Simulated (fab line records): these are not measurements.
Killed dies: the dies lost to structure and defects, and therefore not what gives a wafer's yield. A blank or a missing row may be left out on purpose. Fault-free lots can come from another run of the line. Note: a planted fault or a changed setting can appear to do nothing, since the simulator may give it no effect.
fab line records    flow n5Finfet
record: lots: 4  wafers: 12  lastDay: 17
route steps=1938 shown BEOL_M0_SAQP@657 BEOL_M0_CUTY@710 BEOL_M4@1111 PASSIVATION@1936
lots with no fault: from the same line, run without faults
startH: hours from the record's opening day to when the first of the lot's shown wafers began    waitH: how many hours have passed since the lot's step before this one    " as in the row above    L1.1+2: several wafers, shown together as one row    - no value present, or no start provided    * or withheld: withheld    < > ~ a bound
route shown NAME@n: a module of which the file shows steps, and the number in the route of the first    usual: the fault-free wafers' mean and standard deviation    same: alike in all rows    chamber/n: place in a boat    sites: readings site by site    _std_site: the standard deviation of these    _edge_site: inner sites' mean taken away from outer sites' mean    radiusMm: for every site, how far away it sits from the centre of the wafer    mask NAME#n: copy n    behind: tool/chamber where the wafer was last shaped    hold: what put the lot on hold/how long, in hours/how the hold closed    device: which transistor (n, p or np) failed to switch    end of line: the same wafers' tests at the end of the route    a step without rows: its recipe alone    killed: dies lost to structure and defects at the first sort, not the wafer's yield    map: a wafer's dies, marking killed ones x, the rest . and places with no die _
set.NAME: the setting that was run; set.NAME@STEP: the one run at that earlier step    model.NAME: the simulator's own value behind a step, which no gauge read
lots seen at some steps along the route; tables by step, rows by wafer
services: from which hour (startH, from the record's first day; less than 0 if before it) a tool's chamber was out of use, for how many hours, and why
== steps ==
step: N5_BEOL_M0_SAQP_STRIP_113
recipe: chemistry: CHF3/O2  resist: SiARC  rfFrequencyHz: 6e+07
step: N5_BEOL_M0_SAQP_MANDREL_ETCH_20
recipe: targetDepthA: 600  chemistry: HBr/Cl2  target: a-Si  stopOn: SiNx  btTimeS: 10  maskMaterial: SOC  overEtchFrac: 0.5  timeS: 30  pressureMtorr: 10  icpW: 800  biasW: 75  HBr_flow_sccm: 150  Cl2_flow_sccm: 80  ends: endPoint
step: N5_BEOL_M0_SAQP_STRIP_86
recipe: chemistry: N2/H2  powerW: 500  tempC: 40  pressureMtorr: 50  rfFrequencyHz: 6e+07  overashFraction: 0.3  biasPowerW: 28  h2Frac: 0.5  n2FlowSccm: 300  h2FlowSccm: 300
step: N5_BEOL_M0_SAQP_STRIP_115
recipe: chemistry: postEtchResidueRemover  timeS: 60  tempC: 25  removerPh: withheld  removerWaterWtPct: withheld  removerFluorideWtPct: withheld
step: N5_BEOL_M0_SAQP_SRD_93
recipe: dry: ipaMarangoni  timeS: 30  tempC: 23  rinseLiquid: diw
step: N5_BEOL_M0_SAQP_RECESS_114
recipe: chemistry: HF/NH3  target: SiO2  targetDepthA: 144  afsCycles: 3  tempC: 30  sublimationTempC: 180  sublimationTimeS: 60
step: N5_BEOL_M0_SAQP_SPACER1_ALD_98
recipe: material: SiO2  targetThkA: 128  tempC: 300  aldPrecursorFamily: BDEAS  aldCoReactant: O2-plasma  pulseTimeS: 1  purgeTimeS: 2  coReactantPurgeTimeS: 2  aldCycles: 138  pressureTorr: 2
step: N5_BEOL_M0_SAQP_SPACER1_ETCHBACK_99
recipe: chemistry: CHF3/O2  mode: anisotropicEtchback  target: SiO2  targetDepthA: 154  timeS: 7.7  pressureMtorr: 30  sourceW: 650  biasW: 170  Ar_flow_sccm: 200  CHF3_flow_sccm: 50  O2_flow_sccm: 5  ionEnergyEv: 200
step: N5_BEOL_M0_SAQP_MANDREL1_REMOVE_100
recipe: chemistry: HBr/Cl2/O2  btTimeS: 10  target: a-Si  stopOn: SiNx  endpoint: OES-SiCl  overEtchFrac: 0.85  icpW: 600  biasW: 30  HBr_flow_sccm: 150  Cl2_flow_sccm: 80  O2_flow_sccm: 5  pressureMtorr: 10
step: N5_BEOL_M0_SAQP_ETCH_101
recipe: chemistry: CH3F/O2  target: SiNx  maskMaterial: SiO2  targetDepthA: 299  timeS: 42.7  pressureMtorr: 30  sourceW: 395  biasW: 73  Ar_flow_sccm: 150  CH3F_flow_sccm: 30  O2_flow_sccm: 20  ionEnergyEv: 120
step: N5_BEOL_M0_SAQP_ETCH_102
recipe: chemistry: CF4  target: SiO2  targetDepthA: 40  ionEnergyEv: 350  timeS: 4.4  pressureMtorr: 10  icpW: 800  biasW: 400  cf4FlowSccm: 80
step: N5_BEOL_M0_SAQP_MANDREL_ETCH_103
recipe: chemistry: HBr/Cl2  target: a-Si  targetDepthA: 450  btTimeS: 10  stopOn: SiCN  maskMaterial: SiO2  overEtchFrac: 0.8  timeS: 27  pressureMtorr: 10  icpW: 800  biasW: 75  HBr_flow_sccm: 150  Cl2_flow_sccm: 80  ends: endPoint
usual: drypumpMotorCurrentA: 5.7/0.42  oesProductAu: 0.688/0.011  throttleValvePct: 35.39/0.29
same: btTimeS: 10
lot.wafer  tool      chamber  startH  waitH  drypumpMotorCurrentA  oesProductAu  rfHoursCounterH  throttleValvePct
L776.1     rieSi-06  1        132.32  0.0    6.2                   0.700         82               36.12
L776.3     "         3        "       "      5.7                   0.682         174              35.35
L776.4     "         2        "       "      5.9                   0.700         27               35.55
L786.1     rieSi-06  2        191.99  0.0    5.9                   0.689         28               35.55
L786.2     "         0        "       "      5.9                   0.686         127              35.35
L786.6     "         3        "       "      5.7                   0.682         -                35.34
L788.2     rieSi-06  3        204.12  0.0    5.7                   0.687         175              35.33
L788.3     "         2        "       "      5.9                   0.702         28               35.52
L788.4     "         0        "       "      5.8                   0.697         127              35.31
L796.2     rieSi-05  2        244.96  0.0    5.0                   0.677         69               35.47
L796.4     "         0        "       "      5.8                   0.694         183              35.51
L796.6     "         3        "       "      5.7                   0.687         -                35.45
step: N5_BEOL_M0_SAQP_RECESS_104
recipe: chemistry: HF/NH3  target: SiO2  targetDepthA: 180  afsCycles: 3  tempC: 30  sublimationTempC: 180  sublimationTimeS: 60
step: N5_BEOL_M0_SAQP_COAT_105
recipe: resist: SOC  tempC: 250  timeS: 60  spinRpm: 1500  resistThkNm: 100
step: N5_BEOL_M0_SAQP_ETCH_106
recipe: chemistry: N2/H2  target: SOC  targetDepthA: 1500  stopOn: SiNx  ionEnergyEv: 100  biasW: 61  pressureMtorr: 30  sourceW: 850  n2FlowSccm: 200  h2FlowSccm: 200
step: N5_BEOL_M0_SAQP_ETCH_107
recipe: chemistry: CH3F/O2  target: SiNx  targetDepthA: 300  maskMaterial: SOC  pressureMtorr: 30  sourceW: 395  biasW: 73  Ar_flow_sccm: 150  CH3F_flow_sccm: 30  O2_flow_sccm: 20  ionEnergyEv: 120
step: N5_BEOL_M0_SAQP_STRIP_108
recipe: chemistry: N2/H2  powerW: 500  tempC: 40  pressureMtorr: 50  rfFrequencyHz: 6e+07  overashFraction: 0.3  biasPowerW: 28  h2Frac: 0.5  n2FlowSccm: 300  h2FlowSccm: 300
step: N5_BEOL_M0_SAQP_RECESS_109
recipe: chemistry: HF/NH3  target: SiO2  targetDepthA: 30  afsCycles: 1  tempC: 30  sublimationTempC: 180  sublimationTimeS: 60
step: N5_BEOL_M0_SAQP_SPACER2_ALD_26
recipe: material: SiO2  targetThkA: 150  tempC: 300  aldPrecursorFamily: BDEAS  aldCoReactant: O2-plasma  pulseTimeS: 1  purgeTimeS: 2  coReactantPurgeTimeS: 2  pressureTorr: 2
step: N5_BEOL_M0_SAQP_SPACER2_ETCHBACK_27
recipe: chemistry: CHF3/O2  mode: anisotropicEtchback  target: SiO2  targetDepthA: 225  timeS: 11.25  pressureMtorr: 30  sourceW: 650  biasW: 170  Ar_flow_sccm: 200  CHF3_flow_sccm: 50  O2_flow_sccm: 5  ionEnergyEv: 200
step: N5_BEOL_M0_SAQP_MANDREL2_REMOVE_110
recipe: chemistry: HBr/Cl2/O2  btTimeS: 10  target: a-Si  stopOn: SiCN  endpoint: OES-SiCl  overEtchFrac: 1  icpW: 600  biasW: 30  HBr_flow_sccm: 150  Cl2_flow_sccm: 80  O2_flow_sccm: 5  pressureMtorr: 10
step: N5_BEOL_M0_SAQP_COAT_69
recipe: resist: SOC  tempC: 250  timeS: 60  spinRpm: 1500  resistThkNm: 90
step: N5_BEOL_M0_SAQP_COAT_72
recipe: resist: SiARC  tempC: 220  timeS: 60  spinRpm: 1500  resistThkNm: 15
step: N5_BEOL_M0_SAQP_COAT_87
recipe: resist: underlayer  tempC: 205  timeS: 60  spinRpm: 1500  resistThkNm: 5
step: N5_BEOL_M0_SAQP_COAT_34
recipe: resist: CAR-EUV  spinRpm: 1500  resistThkNm: 30
step: N5_BEOL_M0_SAQP_EBR_36
recipe: solvent: PGMEA  ebrWidthMm: 1.5
step: N5_BEOL_M0_SAQP_SOFTBAKE_35
recipe: tempC: 110  timeS: 60  resist: CAR-EUV
step: N5_BEOL_M0_SAQP_EXPOSE_37
recipe: maskId: M0_CUT1  na: 0.33  sourceShape: annular  sigmaInner: 0.35  sigmaOuter: 0.8  polarization: unpolarized  targetCdNm: 30  doseMj: 44.75
step: N5_BEOL_M0_SAQP_PEB_38
recipe: pebTempC: 100  pebTimeS: 60  resist: CAR-EUV
step: N5_BEOL_M0_SAQP_DEVELOP_39
recipe: developTimeS: 30  developer: TMAH  resist: CAR-EUV  rinseLiquid: surfactantRinse  dry: airSpin  devTempC: 23
step: N5_BEOL_M0_SAQP_INSPECT_42
recipe: mode: adi  inspectInstrument: brightfield
usual: rawDefectCount: 291/74
lot.wafer  tool              chamber  startH  waitH  rawDefectCount
L776.1     defectInspect-02  -        134.43  0.1    242
L776.3     "                 -        "       "      218
L776.4     "                 -        "       "      189
L786.1     defectInspect-02  -        193.99  0.1    577
L786.2     "                 -        "       "      661
L786.6     "                 -        "       "      608
L788.2     defectInspect-01  -        206.24  0.1    715
L788.3     "                 -        "       "      594
L788.4     "                 -        "       "      708
L796.2     defectInspect-02  -        247.62  0.0    421
L796.4     "                 -        "       "      318
L796.6     "                 -        "       "      354
step: N5_BEOL_M0_SAQP_DESCUM_45
recipe: chemistry: O2  timeS: 7  sourcePowerW: 50  biasPowerW: 20  pressureMtorr: 20  rfFrequencyHz: 2.712e+07  tempC: 40  resist: CAR-EUV  o2FlowSccm: 225
step: N5_BEOL_M0_SAQP_ETCH_88
recipe: chemistry: N2/H2  target: underlayer  targetDepthA: 65  timeS: 5.2  ionEnergyEv: 200  maskMaterial: CAR-EUV  pressureMtorr: 30  sourceW: 840  biasW: 150  n2FlowSccm: 200  h2FlowSccm: 200  ends: cleared
step: N5_BEOL_M0_SAQP_ETCH_73
recipe: chemistry: CF4  target: SiARC  targetDepthA: 195  maskMaterial: CAR-EUV  timeS: 32.5  ionEnergyEv: 80  pressureMtorr: 40  sourceW: 545  biasW: 36  Ar_flow_sccm: 100  cf4FlowSccm: 100  ends: cleared
step: N5_BEOL_M0_SAQP_CUT_ETCH_46
recipe: chemistry: N2/H2  target: SOC  targetDepthA: 1350  overetchA: 270  tempC: 40  timeS: 202.5  ionEnergyEv: 200  maskMaterial: SiARC  pressureMtorr: 30  sourceW: 840  biasW: 150  n2FlowSccm: 200  h2FlowSccm: 200
step: N5_BEOL_M0_SAQP_STRIP_74
recipe: chemistry: N2/H2  tempC: 40  n2FlowSccm: 200  h2FlowSccm: 200  rfFrequencyHz: 6e+07
step: N5_BEOL_M0_SAQP_STRIP_89
recipe: chemistry: N2/H2  tempC: 40  n2FlowSccm: 200  h2FlowSccm: 200  rfFrequencyHz: 6e+07
step: N5_BEOL_M0_SAQP_ALD_48
recipe: material: SiO2  targetThkA: 200  tempC: 100  aldPrecursorFamily: BDEAS  aldCoReactant: O2-plasma  pulseTimeS: 1  coReactantPulseTimeS: 1  purgeTimeS: 2  coReactantPurgeTimeS: 2  aldCycles: 139  pressureTorr: 2
step: N5_BEOL_M0_CUTY_INSPECT_59
recipe: mode: adi  inspectInstrument: macro
usual: rawDefectCount: 2.0/1.4
lot.wafer  tool              chamber  startH  waitH  rawDefectCount
L776.1     defectInspect-01  -        135.92  0.0    2
L776.3     "                 -        "       "      0
L776.4     "                 -        "       "      4
L786.1     defectInspect-01  -        195.47  0.0    >300
L786.2     "                 -        "       "      >300
L786.6     "                 -        "       "      >300
L788.2     defectInspect-01  -        207.50  0.0    >300
L788.3     "                 -        "       "      >300
L788.4     "                 -        "       "      >300
L796.2     defectInspect-01  -        249.01  0.0    2
L796.4     "                 -        "       "      3
L796.6     "                 -        "       "      3
step: N5_BEOL_M4_RC_MEAS_101
usual: DIBL_N: 35.9/1.6  DIBL_P: 35.6/2.1  IOFF_N: 0.149/0.029  IOFF_P: 0.20/0.033  ION_N: 671/11  ION_P: 460/7.3  SS_N: 71.4/0.62  SS_P: 73.2/0.65  VT_N: 251/3.1  VT_P: -251/3.4
lot.wafer  tool       chamber  startH  waitH  DIBL_N[mV/V]  DIBL_P[mV/V]  IOFF_N[nA/um]  IOFF_P[nA/um]  ION_N[uA/um]  ION_P[uA/um]  SS_N[mV/dec]  SS_P[mV/dec]  VT_N[mV]  VT_P[mV]
L776.1     prober-02  0        182.49  0.0    33.2          34.0          0.116          0.15           670           453           70.9          71.6          253       -258
L776.3     "          0        "       "      34.1          33.9          0.121          0.14           673           455           70.6          72.2          254       -258
L776.4     "          0        "       "      33.8          34.1          0.112          0.14           658           454           71.2          72.1          255       -260
L786.1     prober-01  0        246.60  0.0    34.1          31.6          0.125          0.17           665           459           71.2          72.4          250       -253
L786.2     "          0        "       "      35.4          34.4          0.139          0.21           665           465           71.1          73.7          250       -249
L786.6     "          0        "       "      33.1          31.5          0.106          0.16           668           457           70.7          72.6          253       -251
L788.2     prober-01  0        257.49  0.2    38.9          37.7          0.172          0.21           681           459           72.8          74.3          249       -253
L788.3     "          0        "       "      35.9          35.4          0.135          0.18           668           458           71.1          74.0          251       -253
L788.4     "          0        "       "      35.8          36.1          0.137          0.18           680           466           71.0          73.4          253       -252
L796.2     prober-02  0        303.91  0.2    39.4          39.3          0.237          0.26           691           466           73.0          74.6          247       -247
L796.4     "          0        "       "      33.0          32.5          0.124          0.16           677           458           70.6          72.5          251       -251
L796.6     "          0        "       "      36.5          35.8          0.169          0.20           688           464           71.6          73.4          249       -251
step: N5_PASSIVATION_PROBE_49
usual: defectLimitedYield: 90.9/1.5  killed_at_M0_to_M3: 36/9.9  killed_at_M4_up: 13/4.5  killedAtContacts: 13/6.4  killedAtFrontEnd: 42/12  killedAtOther: 3.4/3  killedDies: 107/18  killedOpen: 69/13  killedShort: 35/8.2  sort_bin_5_function: 5.3/1.1  sort_bin_6_memory: 3.4/0.69  sortNPass: 1073/18  sortYieldPct: 90.9/1.5
same: grossDies: 1180  killedAtBackSide: 0  sort_bin_4_leakage[%]: 0  sort_bin_8_speed[%]: 0
lot.wafer  tool       chamber  startH  waitH  defectLimitedYield[%]  killed_at_M0_to_M3  killed_at_M4_up  killedAtContacts  killedAtFrontEnd  killedAtOther  killedDies  killedOpen  killedShort  sort_bin_5_function[%]  sort_bin_6_memory[%]  sortNPass  sortYieldPct[%]
L786.1     prober-02  -        343.95  0.0    84.5                   143                 6                5                 26                3              183         42          23           10.6                    3.6                   997        84.5
L786.2     prober-02  -        344.00  0.1    86.9                   109                 11               8                 24                3              155         45          16           7.5                     3.7                   1025       86.9
L786.6     prober-02  -        344.20  0.3    82.7                   153                 8                5                 35                3              204         56          26           9.4                     5.2                   976        82.7
L788.2     prober-02  -        356.03  0.1    80.3                   164                 12               22                32                2              232         77          41           12.3                    5.3                   948        80.3
L788.3     prober-02  -        356.08  0.1    81.3                   139                 11               21                44                6              221         80          29           11.9                    4.2                   959        81.3
L788.4     prober-02  -        356.13  0.2    83.7                   133                 14               11                33                1              192         62          32           11.7                    2.9                   988        83.7
killed by level:class
L786.1 BEOL_M0_SAQP:unspecified=116 BEOL_M3:geometricParticle:open=13 STI_FIN_REVEAL:geometricParticle:open=6 FIN_SAQP:geometricParticle:open=5 GATE_CUT:geometricParticle:short=5 BEOL_M0_SAQP:geometricParticle:short=4 STARTING-WAFER:geometricParticle:short=4 MOL_CONTACT_COAG:geometricParticle:open=3
L786.2 BEOL_M0_SAQP:unspecified=92 FIN_SAQP:geometricParticle:open=5 MOL_CONTACT_COAG:geometricParticle:open=5 BEOL_M0_SAQP:geometricParticle:open=5 STI_FIN_REVEAL:geometricParticle:open=4 BEOL_M0:geometricParticle:open=4 BEOL_M4:geometricParticle:open=4 GATE_CUT:geometricParticle:open=3
L786.6 BEOL_M0_SAQP:unspecified=116 BEOL_M0_SAQP:geometricParticle:open=8 BEOL_M2:geometricParticle:open=7 STI_FIN_REVEAL:geometricParticle:open=6 BEOL_M1:geometricParticle:open=6 BEOL_M0_SAQP:geometricParticle:short=6 GATE_CUT:geometricParticle:short=5 BEOL_M3:geometricParticle:open=5
L788.2 BEOL_M0_SAQP:unspecified=113 MOL_CONTACT_COAG:geometricParticle:open=13 BEOL_M3:geometricParticle:open=12 BEOL_M0_SAQP:geometricParticle:open=10 STI_FIN_REVEAL:geometricParticle:open=9 MOL_CONTACT_COAG:geometricParticle:short=9 BEOL_M1:geometricParticle:open=8 BEOL_M0_SAQP:geometricParticle:short=6
L788.3 BEOL_M0_SAQP:unspecified=110 MOL_CONTACT_COAG:geometricParticle:open=17 FIN_SAQP:geometricParticle:open=16 BEOL_M3:geometricParticle:open=9 FIN_SAQP:geometricParticle:short=5 STI_FIN_REVEAL:geometricParticle:open=4 ILD0:geometricParticle:open=4 MOL_CONTACT_COAG:geometricParticle:short=4
L788.4 BEOL_M0_SAQP:unspecified=94 BEOL_M0_SAQP:geometricParticle:open=15 BEOL_M0_SAQP:geometricParticle:short=12 FIN_SAQP:geometricParticle:open=9 MOL_CONTACT_COAG:geometricParticle:open=7 BEOL_M4:geometricParticle:open=6 FIN_SAQP:geometricParticle:short=5 MOL_CONTACT_COAG:geometricParticle:short=4
map L786.6 (x killed, . not)
_________________............________________
______________............x...x._____________
___________...x....................__________
__________x..x.......x.....x........_________
________...x................x........x_______
_______..x............................x______
______..x.x.............x..............._____
_____......................x.x...........____
____.x.............x.....x...x............___
___........xx..x........x.................x__
___xx.x..x.x.x......................x......__
__..x....xxx..xx...........x.x.............._
__....xxxxxxxxx.x...................x......._
_.....xxxxxxxxx.xx.........x...x..x..........
_...xxxxxxxxxxxx.x..xx.................x.....
_..xx.xxxxxxxxxxxxx.....x...................x
_.x.xxxxxxxxxxxxxx.........xx................
_...xxxxxxxxxxxxxx...........x...........x.xx
_....x.xxxxxxxxxx......x.....................
_....xxxxxxxx.xx.............x....x..........
_......x.xx.xxx....xx..x.x.x................x
__......xx.x.x........x....................._
__.....xx...x.......x......................._
___......x.................................__
___.....................x..................__
____x........................x............___
_____.x......x............x..............____
______..............x.......xx..x......._____
_______.x..x.............x.............______
________.x........................x..._______
__________.........................._________
___________x.......x....x.....x..x.__________
______________xxx.x............._____________
_________________............________________
map L788.2 (x killed, . not)
_________________x.....x.....________________
______________..x.......x....x.._____________
___________......x.x..x............__________
__________x.x......................._________
________x.......xx...........x........_______
_______....x...................x..x....______
______................x................._____
_____.....................x...x....x.....____
____..x.x.x.....x...................x....x___
___x...xx.x.x.........x.x..............x.x.__
___...xx.x...xxx.....................x.x...__
__xx..xxxxxxx......................x........_
__...xxxxxx.xx.xx...x..............x..x....._
_.....xxxxxxxxx.....x..............x.........
_xx...xxxxxxxxxxxx...............x.....x.....
_...xxxxxxxxxxxxx........................x...
_..x.xxxxxxxxxxx..xxx........x....x..x.x...x.
_..x.xxxxxxxxxxxx...x..............x..xxx...x
_..xxxxxxxxxxxx.x..x.......x.................
_..x..xxxxxxxxxxx.x.x...x...x...............x
_...x.x.xxx.xxx.....x.........x..........x...
__.......x.xx.xx...................x....x..._
__x.xx........x.........x..................x_
___......x...x................xx...x...x...__
___...........x.x.................x........__
____....x..........x...........x..x.......___
_____.x........x...................x.....____
______............x.........x..........._____
_______..x..x....................x.....______
________............x...............x._______
__________.....x.xx................._________
___________......................x.__________
______________........x....x...._____________
_________________............________________
== services ==
tool      chamber  startH  hours  kind
rieSi-05  0        169.40  4.9    repair
rieSi-06  -        209.18  2.8    pm
rieSi-05  -        218.56  0.4    repair
rieSi-05  3        232.76  1.6    repair
== key ==
firstSign: step: N5_BEOL_M0_SAQP_INSPECT_42  reading: rawDefectCount  direction: up  sigmas: 4.8  usual: 291  struck: 644
effect: step: N5_BEOL_M0_CUTY_INSPECT_59  reading: rawDefectCount  direction: up  sigmas: 99+  usual: 2.0  struck: >300
effect: step: N5_PASSIVATION_PROBE_49  reading: killed_at_M0_to_M3  direction: up  sigmas: 11  usual: 36  struck: 140
moreKillsBornAt: N5_BEOL_M0_SAQP_MANDREL_ETCH_103@rieSi-06: 641
metAt N5_BEOL_M0_SAQP_MANDREL_ETCH_103
struckWafers L786.1,L786.2,L786.6,L788.2,L788.3,L788.4
onsetBetween 132.32 191.99
fault: kind: chamberParticleSource  tool: rieSi-06  chamber: -  onsetH: 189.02  steps: N5_BEOL_M0_SAQP_MANDREL_ETCH_103  ratePerVisitCm2: 0.62122  endH: 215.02
